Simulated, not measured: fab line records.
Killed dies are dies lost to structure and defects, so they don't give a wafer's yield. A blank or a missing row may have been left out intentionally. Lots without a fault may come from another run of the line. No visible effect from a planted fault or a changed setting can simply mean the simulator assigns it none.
Comparing a struck lot with a sound one ; flow nand harc ; 15 steps out of a route of 1159
Sound: the wafers L893.1, L893.2, L893.4. Struck: wafers L901.2, L901.6. (L901.4 of the same lot was not struck and is left out.) The cause comes at the end.
Per side, at each step with rows, come the tool, then ch with its chambers, and then its first start. Under that, the readings that differ: sound wafers ; struck wafers ; difference of the means ; sigmas: that difference in standard deviations of wafers without a fault.
alike: same words and numbers on both sides, and readings whose means sit less than 2 such deviations apart. not compared: any withheld reading, any reading some wafer has no value for, any bound like >300 that may hide the same value, and any number with overlapping values for which the record gives no deviation.
Wherever a step has rows on one side only, a row that says differs or no value, or a row with sigmas, the two part there. Numbers that have no deviation but don't overlap get no sigmas and don't part them. Lack of a reading on every wafer of one side parts them only where that side has two or more wafers.

NHARC_A_SGD_CUT_THK_MEAS_22: measures by ellipsometry.
  sound on film metro-02 at day 14 22:55; struck on film metro-02 at day 17 09:22
  alike: thk nm
then, 2 steps without rows for these wafers: NHARC_A_SGD_CUT_SRD_23; NHARC_A_SGD_CUT_ETCH_26 (etches SiO2 in dHF, target depth 45.8 nm).
NHARC_A_SGD_CUT_ETCHBACK_24: etches the open film in CH3F/O2, target depth 50 nm, time 92.857 s.
  sound on rie diel-05 ch 0,1,3, day 14 23:08; struck on rie diel-08 ch 1, day 17 09:37
  alike: drypump motor current A, oes product au, rf vpp V, showerhead plenum p Torr, throttle valve pct
  not compared: rf hours counter h
NHARC_A_SGD_CUT_STRIP_28: strips in O2, time 20 s.
  sound on rie diel-05 ch 0,2,3; struck on rie diel-08 ch 1,3, day 17 09:46
  alike: drypump motor current A, oes product au, rf vpp V, showerhead plenum p Torr, throttle valve pct
  not compared: rf hours counter h
NHARC_A_SGD_CUT_INSPECT_25:
  sound on defect inspect-01 at day 14 23:23; struck on defect inspect-02 at day 17 09:52
  alike: raw defect count
NHARC_A_SLIT_DEP_25: deposits SiO2, target thk 200 nm.
  sound on pecvd-01 ch 0,1,2, day 14 23:47; struck on pecvd-01 ch 0,2, day 17 09:59
  alike: heater power w, showerhead vpp V, susceptor temp C, throttle valve pct
NHARC_A_SLIT_DEP_00: deposits aC, target thk 3200 nm.
  sound on acl dep-01 ch 0, day 15 00:12; struck on acl dep-03 ch 0, day 17 11:20
  alike: susceptor temp C, throttle valve pct
NHARC_A_SLIT_DEP_23: deposits SiON, target thk 100 nm.
  sound on pecvd-01 ch 0,1,2, day 15 02:23; struck on pecvd-03 ch 1,2, day 17 13:04
  alike: heater power w, showerhead vpp V, susceptor temp C
then, 3 steps without rows for these wafers: NHARC_A_SLIT_DEHYDRATE_01 (time 120 s); NHARC_A_SLIT_HMDS_02 (time 30 s); NHARC_A_SLIT_COAT_03 (resist thk 90 nm).
NHARC_A_SLIT_SOFTBAKE_04: time 55 s.
  sound on litho track-01 ch 0, day 15 02:00; struck on litho track-06 ch 0, day 17 13:00
reading;sound;struck;difference;sigmas
heater power total W (W);188.38 188.29 188.46;199.38 199.51;+11.07;+69
resist line temp C (C);23.00 22.84 22.74;23.18 23.11;+0.29;+3
then, 2 steps without rows for these wafers: NHARC_A_SLIT_EBR_05; NHARC_END_SORT_01.

== WHERE THEY PART ==
Only at NHARC_A_SLIT_SOFTBAKE_04, within this record.

WHY: whatever the simulator had introduced
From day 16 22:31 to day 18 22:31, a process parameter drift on litho track-06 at NHARC_A_SLIT_SOFTBAKE_04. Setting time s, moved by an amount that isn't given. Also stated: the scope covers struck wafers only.
